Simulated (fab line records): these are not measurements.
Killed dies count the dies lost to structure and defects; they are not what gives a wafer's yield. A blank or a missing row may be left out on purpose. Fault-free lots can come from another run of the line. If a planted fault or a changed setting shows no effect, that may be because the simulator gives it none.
Code-filled problem report in 8D (eight disciplines) form :: flow nand-harc :: the parts of the form that need people (team, actions taken, sign-off) are left out

== 1. PROBLEM STATEMENT ==
cd-nm at NHARC_P_M0_CD_MEAS_09 reads a mean of 82.4 nm on 6 wafers of 2 lots; wafers without a fault read 89.6 nm with a standard deviation of 0.7. Measured from the usual mean, that is -10 standard deviations.
The step: target cd 90 nm.
First observed at day 14 17:07: wafer L509.1, on cd-sem-01. At this step, 39 wafers from 13 lots have a number in the record. Rule for "out" (also "out of limits"): further than 4 standard deviations from the usual mean. The rest of the wafers with a number are treated as sound.

== 2. WHAT IT IS, WHAT IT ISN'T ==
question: which readings at this step
is: cd-nm
is not: -

question: which lots
is: L509, L510
is not: L488, L489, L491, L494, L495, L497, L498, L499, L500, L502, L511

question: which wafers of those lots
is: all that have a number
is not: -

question: read on which gauges
is: cd-sem-01
is not: cd-sem-02, cd-sem-03

question: when
is: from day 14 17:07
is not: up to then (30 sound wafers); but 3 sound wafers of L511 came after

== 3. THE SUSPECTS, EACH WITH WHAT RULES IT OUT ==
Counting: any tool at a process step up to the reading is kept as a suspect provided that every lot that is out went through it and no sound lot did after the first of them.
- ruled out: the gauge at NHARC_P_M0_CD_MEAS_09. All the wafers that are out were read on cd-sem-01, but those of them that NHARC_P_M0_PEB_07 has rows for are out there too, on other tools.
- litho-track-01 at NHARC_P_M0_PEB_07 (peb time 65 s): kept. Every lot that is out went through it, starting with L509 (day 14 17:02), and after that it ran no sound lot; the last sound lot it ran before then is L502 (day 12 07:05). Its own heater-power-total-W, plate-temp-C readings are out on those wafers.
The count leaves litho-track-01 at NHARC_P_M0_PEB_07.

== 4. THE CAUSE (what the simulator had put in) ==
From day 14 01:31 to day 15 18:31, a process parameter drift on litho-track-01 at NHARC_P_M0_PEB_07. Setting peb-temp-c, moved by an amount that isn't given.
Only this tool survived the counting.

== 5. THE EFFECT CHAIN, in route order ==
One row per reading whose mean, taken over the struck wafers that have a number, lies over 3 standard deviations from the usual. Readings are gone through only where the record gives a usual standard deviation; hours: the median, over the lots, of the time from a lot's start at the first step in this table giving one to that lot's start at this step; sigmas: the change measured in usual standard deviations.
hours: 0
step: NHARC_P_M0_PEB_07
reading: heater-power-total-W
usual: 156.6 W
on struck wafers: 152.4
change: -4.2
sigmas: -10

hours: 0
step: NHARC_P_M0_PEB_07
reading: plate-temp-C
usual: 99.98 C
on struck wafers: 98.01
change: -1.97
sigmas: -14

hours: 0
step: NHARC_P_M0_CD_MEAS_09
reading: cd-nm
usual: 89.6 nm
on struck wafers: 82.4
change: -7.2
sigmas: -10
Process steps it contains:
- NHARC_P_M0_PEB_07: peb time 65 s.
At these later measuring or inspecting steps, every struck wafer for which the step has a row has a number for every such reading, and none has moved that far: NHARC_END_SORT_01.

== 6. HOW IT WOULD HAVE BEEN CAUGHT EARLIER ==
The first out-of-limits reading at a measuring or inspecting step in this record came at day 14 17:07, 16 hours after the fault's start at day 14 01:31.
At NHARC_P_M0_PEB_07, the tool's own readings (heater-power-total-W, plate-temp-C) were out on each struck wafer the step has a row for, so an alarm limit on them would have fired on the first such wafer.
Among the 2 lots that are out, L510 began NHARC_P_M0_PEB_07 on litho-track-01 after day 14 17:07. Had the tool been put on hold then, it would have been spared.
